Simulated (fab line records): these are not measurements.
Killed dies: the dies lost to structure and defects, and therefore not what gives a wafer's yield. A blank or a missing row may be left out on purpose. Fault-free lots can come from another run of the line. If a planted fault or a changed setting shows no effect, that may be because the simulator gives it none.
fab line records ; flow nand-harc
record lots=6; wafers=18; last-day=31
route steps=1302 shown A_DECK1_JOINT@527 A_ONON_D2@545 END@1302
lots that met no fault: from a run of the same line without faults
start-h: the number of hours between the record's first day and the start of the first shown wafer of the lot ; wait-h: hours from the lot's prior step to this one ; " as in the row above ; L1.1+2: a single row standing in for several wafers ; - value missing, or start not given ; * or withheld: withheld ; < > ~ a bound
route shown NAME@n: NAME is a module with steps in the file, n the number in the route of the first one ; usual: mean and standard deviation over wafers with no fault ; same: alike in all rows ; chamber/n: place in a boat ; sites: per-site readings ; _std_site: the values' standard deviation ; _edge_site: the outer-site mean with the inner-site mean subtracted ; radius-mm: for every site, how far away it sits from the centre of the wafer ; mask NAME#n: copy n ; behind: tool/chamber where the wafer was last shaped ; hold: cause of the lot's hold/its duration in hours/its outcome ; device: names the non-switching transistor (n, p or np) ; end of line: the route-end tests of the same wafers ; step lacking rows: just its recipe ; killed: dies that structure and defects cost at the first sort, which is not the same as the wafer's yield ; map: dies across one wafer; x = killed, . = not, _ = none there
set.NAME: the setting that was run; set.NAME@STEP: the one run at that earlier step ; model.NAME: the simulator's own value behind a step, which no gauge read
lots at selected steps of the route; one table per step, one row per wafer
services: when a tool's chamber went out of use (start-h, in hours from the record's first day, below 0 if earlier), for how many hours, and the reason
## steps
# step NHARC_A_DECK1_JOINT_CMP_13
# recipe target-thk-nm=51.023
# usual motor-current-A=12.4/1.5; slurry-flow-ml-min=150.0/0.47; time-to-endpoint-s=9.4/2
lot.wafer;tool;chamber;start-h;wait-h;motor-current-A;slurry-flow-ml-min;time-to-endpoint-s
L889.1;cmp-04;1;242.28;0.4;15.7;149.1;7.6
L889.3;cmp-04;3;242.28;0.4;11.6;149.4;9.0
L889.4;cmp-04;0;242.28;0.4;9.5;150.3;9.9
L897.1;cmp-01;1;328.02;0.4;12.2;149.4;12.5
L897.4;cmp-01;3;328.02;0.4;11.0;150.1;9.6
L897.6;cmp-01;1;328.02;0.4;12.7;149.6;12.8
L898.4;cmp-01;2;332.88;0.4;11.1;149.7;9.7
L898.6;cmp-01;0;332.88;0.4;11.8;150.1;13.8
L898.5;cmp-01;1;332.88;0.4;12.3;150.0;10.3
L903.3;cmp-03;0;391.19;0.4;13.1;150.3;7.4
L903.2;cmp-03;2;391.19;0.4;13.0;150.6;11.7
L903.6;cmp-03;3;391.19;0.4;13.4;149.5;10.5
L906.1;cmp-03;1;412.15;0.4;11.6;150.3;8.8
L906.3;cmp-03;0;412.15;0.4;12.8;149.7;7.9
L906.6;cmp-03;1;412.15;0.4;11.9;150.4;9.2
L908.3;cmp-04;1;435.49;0.4;16.2;150.2;7.8
L908.6;cmp-04;3;435.49;0.4;13.1;149.7;9.6
L908.5;cmp-04;0;435.49;0.4;9.3;149.5;7.2
# step NHARC_A_DECK1_JOINT_THK_MEAS_14
# recipe thk-meas-gauge=ellipsometry
# usual thk-nm=51.4/1.5
lot.wafer;tool;chamber;start-h;wait-h;thk-nm
L889.1;film-metro-02;-;242.54;0.2;54.0
L889.3;film-metro-02;-;242.54;0.2;51.5
L889.4;film-metro-02;-;242.54;0.2;51.8
L897.1;film-metro-01;-;328.27;0.2;52.4
L897.4;film-metro-01;-;328.27;0.2;53.1
L897.6;film-metro-01;-;328.27;0.2;49.8
L898.4;film-metro-02;-;333.09;0.2;49.7
L898.5;film-metro-02;-;333.09;0.2;52.6
L898.6;film-metro-02;-;333.09;0.2;50.9
L903.2;film-metro-01;-;391.42;0.2;54.6
L903.3;film-metro-01;-;391.42;0.2;50.9
L903.6;film-metro-01;-;391.42;0.2;51.3
L906.1;film-metro-02;-;412.41;0.2;51.6
L906.3;film-metro-02;-;412.41;0.2;52.3
L906.6;film-metro-02;-;412.41;0.2;51.8
L908.3;film-metro-01;-;435.70;0.2;49.9
L908.5;film-metro-01;-;435.70;0.2;49.2
L908.6;film-metro-01;-;435.70;0.2;52.6
# step NHARC_A_DECK1_JOINT_SRD_04
# step NHARC_A_DECK1_JOINT_ETCHBACK_00
# recipe target-depth-a=300; time-s=17.4; hbr-flow-sccm=150; rf-w=350; icp-w=350; bias-w=60; chemistry=HBr
# usual drypump-motor-current-A=5.66/0.28; oes-product-au=1.002/0.01; throttle-valve-pct=23.266/0.0094
lot.wafer;tool;chamber;start-h;wait-h;drypump-motor-current-A;oes-product-au;rf-hours-counter-h;throttle-valve-pct
L889.3;rie-si-02;1;242.67;0.1;5.63;0.998;0.8;23.275
L889.4;rie-si-02;2;242.67;0.1;5.82;1.014;0.9;23.260
L889.1;rie-si-02;0;242.67;0.1;6.24;0.998;0.9;23.247
L897.1;rie-si-04;0;328.41;0.1;5.97;1.017;1.1;23.270
L897.4;rie-si-04;2;328.41;0.1;5.25;1.009;1.0;23.255
L897.6;rie-si-04;3;328.41;0.1;5.48;0.994;-;23.254
L898.4;rie-si-04;1;333.24;0.1;5.73;1.004;0.9;23.279
L898.6;rie-si-04;3;333.24;0.1;5.49;0.994;-;23.270
L898.5;rie-si-04;0;333.24;0.1;5.96;1.031;-;23.275
L903.3;rie-si-04;2;391.55;0.1;5.24;1.008;0.2;23.283
L903.2;rie-si-04;1;391.55;0.1;5.64;1.015;0.2;23.261
L903.6;rie-si-04;3;391.55;0.1;5.45;1.013;-;23.266
L906.3;rie-si-02;1;412.54;0.1;5.63;1.006;0.7;23.255
L906.1;rie-si-02;2;412.54;0.1;5.82;0.995;0.8;23.264
L906.6;rie-si-02;1;412.54;0.1;5.64;1.006;-;23.252
L908.3;rie-si-04;3;435.87;0.1;5.47;1.001;0.4;23.269
L908.5;rie-si-04;2;435.87;0.1;5.24;1.012;-;23.260
L908.6;rie-si-04;3;435.87;0.1;5.48;1.000;-;23.270
# step NHARC_A_DECK1_JOINT_PRECLEAN_30
# recipe time-s=*; temp-c=50; bath-age-min=0; chemistry=SC1
# step NHARC_A_DECK1_JOINT_SRD_31
# step NHARC_A_DECK1_JOINT_CVD_34
# recipe target-thk-a=200; temp-c=700; pressure-mtorr=300; material=SiNx
# step NHARC_A_DECK1_JOINT_DEP_06
# recipe target-thk-a=800; temp-c=65; material=SiOx
# step NHARC_A_DECK1_JOINT_CURE_26
# recipe temp-c=150; time-s=32; pressure-atm=0.395
# step NHARC_A_DECK1_JOINT_ANNEAL_27
# recipe temp-c=400; time-s=3600; idle-temp-c=300; ramp-up-c-per-min=10; densification-p-h2o-torr=640
# step NHARC_A_DECK1_JOINT_ANNEAL_28
# recipe temp-c=500; time-s=1800; idle-temp-c=400; ramp-up-c-per-min=10; densification-p-h2o-torr=640
# step NHARC_A_DECK1_JOINT_ANNEAL_29
# recipe temp-c=750; time-s=1800; idle-temp-c=500; ramp-up-c-per-min=10; ramp-down-c-per-min=3
# step NHARC_A_DECK1_JOINT_CMP_02
# recipe material=SiOx
# usual motor-current-A=12.6/1.5; slurry-flow-ml-min=150.0/0.47
lot.wafer;tool;chamber;start-h;wait-h;motor-current-A;slurry-flow-ml-min
L889.3;cmp-04;1;262.46;0.4;16.1;149.4
L889.4;cmp-04;2;262.46;0.4;12.8;150.2
L889.1;cmp-04;3;262.46;0.4;11.9;150.6
L897.1;cmp-01;3;350.12;0.4;11.9;150.0
L897.4;cmp-01;2;350.12;0.4;11.4;150.0
L897.6;cmp-01;3;350.12;0.4;11.5;149.9
L898.4;cmp-03;0;356.70;0.4;13.1;149.8
L898.6;cmp-03;1;356.70;0.4;11.2;150.1
L898.5;cmp-03;2;356.70;0.4;14.2;150.1
L903.2;cmp-04;2;418.21;0.4;12.0;149.6
L903.3;cmp-04;3;418.21;0.4;12.7;149.9
L903.6;cmp-04;2;418.21;0.4;12.2;149.2
L906.3;cmp-03;2;433.04;0.4;14.2;149.6
L906.1;cmp-03;3;433.04;0.4;13.6;149.5
L906.6;cmp-03;2;433.04;0.4;13.6;150.8
L908.3;cmp-03;2;462.43;0.4;12.8;150.4
L908.6;cmp-03;0;462.43;0.4;13.4;150.1
L908.5;cmp-03;1;462.43;0.4;11.6;149.5
# step NHARC_A_DECK1_JOINT_SRD_15
# step NHARC_A_DECK1_JOINT_DEP_16
# recipe target-thk-a=450; temp-c=400; pressure-torr=6.5; rf-w=900; teos-flow-sccm=161.4; flow-sccm=2650; target-thk-nm=45; gas=O2; material=SiO2
# usual heater-power-w=568/92; throttle-valve-pct=15.9/0.71
lot.wafer;tool;chamber;start-h;wait-h;heater-power-w;throttle-valve-pct
L889.1;pecvd-03;1;262.84;0.1;566;16.3
L889.3;pecvd-03;1;262.84;0.1;554;15.9
L889.4;pecvd-03;2;262.84;0.1;602;14.5
L897.1;pecvd-04;2;350.54;0.1;589;17.2
L897.4;pecvd-04;2;350.54;0.1;435;17.5
L897.6;pecvd-04;0;350.54;0.1;572;15.4
L898.5;pecvd-02;1;357.11;0.2;727;15.5
L898.4;pecvd-02;2;357.11;0.2;487;16.1
L898.6;pecvd-02;0;357.11;0.2;432;16.3
L903.2;pecvd-04;1;419.02;0.5;732;16.1
L903.3;pecvd-04;0;419.02;0.5;522;15.6
L903.6;pecvd-04;0;419.02;0.5;520;15.6
L906.1;pecvd-03;1;433.41;0.1;463;16.3
L906.3;pecvd-03;0;433.41;0.1;374;15.7
L906.6;pecvd-03;1;433.41;0.1;463;16.5
L908.3;pecvd-03;2;462.77;0.1;619;14.5
L908.5;pecvd-03;0;462.77;0.1;478;15.8
L908.6;pecvd-03;1;462.77;0.1;566;16.6
# step NHARC_A_DECK1_JOINT_THK_MEAS_17
# recipe thk-meas-gauge=ellipsometry
# usual thk-nm=45.2/1.1
lot.wafer;tool;chamber;start-h;wait-h;thk-nm
L889.1;film-metro-01;-;263.21;0.3;44.4
L889.3;film-metro-01;-;263.21;0.3;46.2
L889.4;film-metro-01;-;263.21;0.3;46.7
L897.1;film-metro-02;-;350.79;0.2;44.7
L897.4;film-metro-02;-;350.79;0.2;45.3
L897.6;film-metro-02;-;350.79;0.2;43.1
L898.4;film-metro-02;-;357.30;0.1;45.7
L898.5;film-metro-02;-;357.30;0.1;44.7
L898.6;film-metro-02;-;357.30;0.1;47.1
L903.2;film-metro-01;-;419.30;0.3;48.3
L903.3;film-metro-01;-;419.30;0.3;46.0
L903.6;film-metro-01;-;419.30;0.3;46.7
L906.1;film-metro-02;-;433.69;0.2;45.6
L906.3;film-metro-02;-;433.69;0.2;44.5
L906.6;film-metro-02;-;433.69;0.2;45.5
L908.3;film-metro-01;-;463.05;0.3;45.6
L908.5;film-metro-01;-;463.05;0.3;43.9
L908.6;film-metro-01;-;463.05;0.3;46.1
# step NHARC_A_DECK1_JOINT_INSPECT_05
# usual raw-defect-count=354/150
lot.wafer;tool;chamber;start-h;wait-h;raw-defect-count
L889.1;defect-inspect-02;-;263.25;0.0;240
L889.3;defect-inspect-02;-;263.25;0.0;278
L889.4;defect-inspect-02;-;263.25;0.0;301
L897.1;defect-inspect-02;-;350.83;0.0;848
L897.4;defect-inspect-02;-;350.83;0.0;486
L897.6;defect-inspect-02;-;350.83;0.0;507
L898.4;defect-inspect-01;-;357.34;0.0;343
L898.5;defect-inspect-01;-;357.34;0.0;566
L898.6;defect-inspect-01;-;357.34;0.0;618
L903.2;defect-inspect-01;-;419.33;0.0;623
L903.3;defect-inspect-01;-;419.33;0.0;388
L903.6;defect-inspect-01;-;419.33;0.0;751
L906.1;defect-inspect-01;-;433.72;0.0;1671
L906.3;defect-inspect-01;-;433.72;0.0;1720
L906.6;defect-inspect-01;-;433.72;0.0;1677
L908.3;defect-inspect-02;-;463.09;0.0;1572
L908.5;defect-inspect-02;-;463.09;0.0;1734
L908.6;defect-inspect-02;-;463.09;0.0;1743
# step NHARC_A_ONON_D2_DEP_00
# recipe target-thk-a=10000; n2-flow-sccm=2750; n2o-flow-sccm=2000; nh3-flow-sccm=500; sih4-flow-sccm=210; temp-c=400
# step NHARC_END_SORT_01
# recipe temp-c=25
# usual killed-at-array=53/19; killed-at-other=0.7/1.1; killed-at-periphery=4.2/2.7; killed-dies=58/18; killed-open=3.1/1.9; killed-short=2.5/1.6
# same gross-dies=677
lot.wafer;tool;chamber;start-h;wait-h;killed-at-array;killed-at-other;killed-at-periphery;killed-dies;killed-open;killed-short
L897.4;prober-02;0;638.76;3.4;45;3;4;52;3;2
L897.6;prober-02;0;640.36;4.0;61;3;10;74;6;4
L898.4;prober-01;0;654.36;3.4;54;2;6;62;3;6
L898.5;prober-01;0;655.17;3.7;52;0;5;57;0;3
L898.6;prober-01;0;655.98;4.0;52;0;4;56;2;4
L906.1;prober-02;0;708.29;2.5;568;0;3;571;2;1
L906.3;prober-02;0;709.89;3.1;590;0;5;595;1;0
L906.6;prober-02;0;712.30;4.0;563;0;2;565;0;0
L908.3;prober-01;0;744.48;3.1;579;0;0;579;0;2
L908.5;prober-01;0;746.09;3.7;582;0;0;582;1;2
L908.6;prober-01;0;746.89;4.0;585;0;0;585;1;1
# killed by level:class
L897.4 A_CHANNEL_HOLE_D1:chamber-film-flake=27 A_CHANNEL_HOLE_D2:chamber-film-flake=10 THIN_TSV:chamber-film-flake=3 P_STI:chamber-film-flake=2 P_CONTACT:geometric-particle:open=1 A_ONON_D1:geometric-particle:short=1 A_CHANNEL_FILL_D1:geometric-particle:open=1 A_CHANNEL_HOLE_D2:geometric-particle:short=1
L897.6 A_CHANNEL_HOLE_D1:chamber-film-flake=35 A_CHANNEL_HOLE_D2:chamber-film-flake=8 P_GATE:chamber-film-flake=6 A_CONTACT:chamber-film-flake=6 A_CHANNEL_FILL_D1:geometric-particle:short=3 THIN_TSV:chamber-film-flake=3 P_ZERO_WELL:chamber-film-flake=2 P_CONTACT:geometric-particle:open=1
L898.4 A_SLIT:chamber-film-flake=27 A_CHANNEL_HOLE_D2:chamber-film-flake=15 A_CHANNEL_HOLE_D1:chamber-film-flake=3 A_WL_FILL:chamber-film-flake=3 P_CONTACT:chamber-film-flake=2 THIN_TSV:chamber-film-flake=2 P_STI:geometric-particle:open=1 P_STI:geometric-particle:short=1
L898.5 A_SLIT:chamber-film-flake=25 A_CHANNEL_HOLE_D2:chamber-film-flake=15 A_CHANNEL_FILL_D1:chamber-film-flake=4 P_GATE:chamber-film-flake=2 P_CONTACT:chamber-film-flake=2 A_CHANNEL_HOLE_D1:chamber-film-flake=2 A_WL_FILL:chamber-film-flake=2 P_CONTACT:geometric-particle:short=1
L898.6 A_SLIT:chamber-film-flake=30 A_CHANNEL_HOLE_D2:chamber-film-flake=8 A_WL_FILL:chamber-film-flake=5 A_CHANNEL_HOLE_D1:chamber-film-flake=3 A_STAIRCASE:chamber-film-flake=2 P_GATE:geometric-particle:short=1 P_GATE:geometric-particle:open=1 P_M0:geometric-particle:short=1
L906.1 A_DECK1_JOINT:unspecified=543 A_CHANNEL_HOLE_D1:chamber-film-flake=14 A_CHANNEL_HOLE_D2:chamber-film-flake=5 A_STAIRCASE:chamber-film-flake=2 P_CONTACT:geometric-particle:open=1 A_WL_FILL:geometric-particle:short=1 A_M0:geometric-particle:open=1 P_CONTACT:chamber-film-flake=1
L906.3 A_DECK1_JOINT:unspecified=560 A_CHANNEL_HOLE_D1:chamber-film-flake=12 A_CHANNEL_HOLE_D2:chamber-film-flake=11 A_STAIRCASE:chamber-film-flake=3 P_GATE:chamber-film-flake=2 P_CONTACT:chamber-film-flake=2 A_CONTACT:chamber-film-flake=2 A_M0:geometric-particle:open=1
L906.6 A_DECK1_JOINT:unspecified=536 A_CHANNEL_HOLE_D2:chamber-film-flake=13 A_CHANNEL_HOLE_D1:chamber-film-flake=12 P_CONTACT:chamber-film-flake=1 P_M1:chamber-film-flake=1 A_SLIT:chamber-film-flake=1 A_STAIRCASE:chamber-film-flake=1
L908.3 A_DECK1_JOINT:unspecified=560 A_CHANNEL_HOLE_D1:chamber-film-flake=6 A_SLIT:chamber-film-flake=3 A_WL_FILL:chamber-film-flake=2 A_STAIRCASE:chamber-film-flake=2 A_SGD_CUT:chamber-film-flake=2 A_WL_FILL:geometric-particle:short=1 A_CONTACT:geometric-particle:short=1
L908.5 A_DECK1_JOINT:unspecified=545 A_CHANNEL_HOLE_D1:chamber-film-flake=24 A_CONTACT:chamber-film-flake=4 A_SLIT:chamber-film-flake=2 A_SGD_CUT:chamber-film-flake=2 A_ONON_D1:geometric-particle:open=1 A_CHANNEL_FILL_D2:geometric-particle:short=1 A_M0:geometric-particle:short=1
L908.6 A_DECK1_JOINT:unspecified=570 A_CHANNEL_HOLE_D1:chamber-film-flake=7 A_CONTACT:chamber-film-flake=3 A_WL_FILL:chamber-film-flake=2 A_DECK1_JOINT:geometric-particle:short=1 A_M0:geometric-particle:open=1 A_SLIT:chamber-film-flake=1
# map L906.3 (x killed, . not)
____________x____________
_________xxxxxxx_________
_______xxxxxxxx.xx_______
______xxxxxxxxxxxxx______
_____xx.x.x.xxxx.xxx_____
____x.x.xxxxxxxxxx.xx____
____xxxxxxxxxxxxxxxxx____
___x.xxxxxxxxxxxxxxx.x___
___x..xxxxxxx.xxxxx.xx___
__xxxxxxxxx.xxxxxxxxxxx__
__xxxxxxxxxx.xxx.xxxxxx__
_xxxxxxx.xxxxxxxx.xxxx.x_
_xxxxx.xx.xxxx..xxx.xxxx_
_xxxxxx.xxxxxxxxx.xxxxxx_
_xxxx.xxxxxxxxxxxxxxxxxx_
_.xx.xxxxxxxxxxxxx.xx.xx_
.xxxx.xxxxxxxxxxx.xxxxx.x
xxxxxxx.xxxxxxx.x.xxx.xx.
xx.xxxxxxxxxxxxxxxxxxxxxx
xxxxxxxxxxx.xx..xxxxxxxxx
xxxxxxxxxxxxxxxxxxxxxxxxx
_xxxxxxxxxxxxxxx...x.xxx_
_xxxxxxxxx.xx.xx.xxxxxxx_
_xx.xxxx.xxxxxxx.xxxxx.x_
_.xxx.xxxxxxx.xxxxxxxxxx_
_xxxxxxxxx.xxxxxxxxxxxxx_
__..xxxx.xxxxxxxxxxxxxx__
__.xxxx.xxxxxxx..xxxxxx__
___xxxxxxxx.x..xxxxxxx___
___x.xxxxxx.xxxxxx.xxx___
____.xxxxxxxxxxxxx...____
____xxxxxxxxxx.x.xxxx____
_____xxxxxxxxxxxxxxx_____
______xxxxxxxxxxxxx______
_______xxxxxxxx.x._______
_________xxxx.xx_________
____________x____________
# map L908.6 (x killed, . not)
____________x____________
_________xx.xxxx_________
_______xx.xxx.xxx._______
______xxxxxxxxxxxxx______
_____xxxxxxxx..x.xxx_____
____xxxxxxxxxxxxxxxxx____
____.xxxx.x.xxxxxxxxx____
___xxxx.x.xxxxxxx.xxxx___
___xx.xx.xxx.xxxxxxxxx___
__xxxxx.x..xxxxx.xxxxx.__
__xxxxxx.xxxxxxxxxx.xxx__
_xxxxxxxxxxxxxxxxx.xxxxx_
_xxxxxxx.xxxxx.x.xxxx.xx_
_xxxx.xxxxxxxxxxx.xx.xxx_
_xxxxxxx.xxxxxx...x.xxxx_
_xxxxxxxxxxxxx.xxxxxxxxx_
xxxxxx.x.xxx.xxxxxxxxxxxx
xxxxxxxxxxxxxxx.xxx.xxxx.
xxxxx.xxx.xxx.xx.xxxxxxxx
x.xxxxx.xxxx.xxxx..xxxxx.
xx..x.xxxxxx.xxx.xxxxxxxx
_x.xxxxxxxxxxxxxxxxxxxxx_
_xxxxxx.xx.xxxx.xxxxxxx._
_xx.xxxxxxxxxxxxxxxx.xxx_
_xxxxxxxxx.xxxxxx.xxxxxx_
_xxxxx.xxxxx.xxxxx.xxxx._
__xx.xxxxxxxxx.xxxxx.xx__
__xxxxxxxxxxxx.xxxxxxxx__
___xxxxxxxxxxx.xxxxxxx___
___x.xxxxxx.xx...xxxxx___
____xxxxxxxxxxxxx.xxx____
____.xxxxx.xxxxxx..xx____
_____xxxxx.xxxxxx..x_____
______.xxxxxxxxxxxx______
_______xxxxxxxxx.._______
_________xxxxxxx_________
____________x____________
## services
tool;chamber;start-h;hours;kind
pecvd-02;-;227.33;13.0;pm
cmp-01;-;231.14;6.7;repair
cmp-04;-;255.31;3.2;repair
pecvd-03;0;256.18;10.2;repair
pecvd-04;-;269.41;13.0;pm
rie-si-02;-;277.00;9.0;pm
cmp-01;-;283.61;4.0;pm
cmp-03;-;291.87;6.8;repair
cmp-04;-;307.00;4.0;pm
rie-si-04;0;307.25;6.8;repair
rie-si-04;1;310.68;15.3;repair
pecvd-04;2;331.74;12.7;repair
rie-si-04;-;342.00;9.0;pm
cmp-04;-;361.72;1.0;repair
pecvd-03;-;366.30;13.0;pm
cmp-01;-;381.61;4.0;pm
cmp-04;-;387.65;0.3;repair
cmp-03;-;387.95;1.4;repair
cmp-03;-;396.69;4.0;pm
cmp-04;-;405.00;4.0;pm
pecvd-02;-;408.33;13.0;pm
cmp-04;-;411.69;0.9;repair
pecvd-04;-;450.41;13.0;pm
rie-si-02;-;454.00;9.0;pm
## key
first-sign step=NHARC_A_DECK1_JOINT_INSPECT_05; reading=raw-defect-count; direction=up; sigmas=8.9; usual=354; struck=1686
effect step=NHARC_END_SORT_01; reading=killed-dies; direction=up; sigmas=29; usual=58; struck=580
more-kills-born-at NHARC_A_DECK1_JOINT_CMP_02@cmp-03=3313
met-at NHARC_A_DECK1_JOINT_CMP_02
struck-wafers L906.1,L906.3,L906.6,L908.3,L908.5,L908.6
tester-left-out L906,L908
onset-between 356.70 433.04
also-fits time
fault kind=chamber-particle-source; tool=cmp-03; chamber=-; onset-h=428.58; steps=NHARC_A_DECK1_JOINT_CMP_02; rate-per-visit-cm2=2.0274; end-h=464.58
# tester-left-out: of these lots the tester's yield and bins aren't shown, on N5 and GAA mostly nor the transistor test; their killed dies are dies lost to structure and defects alone, not to doping, threshold or leakage, so they don't give the yield
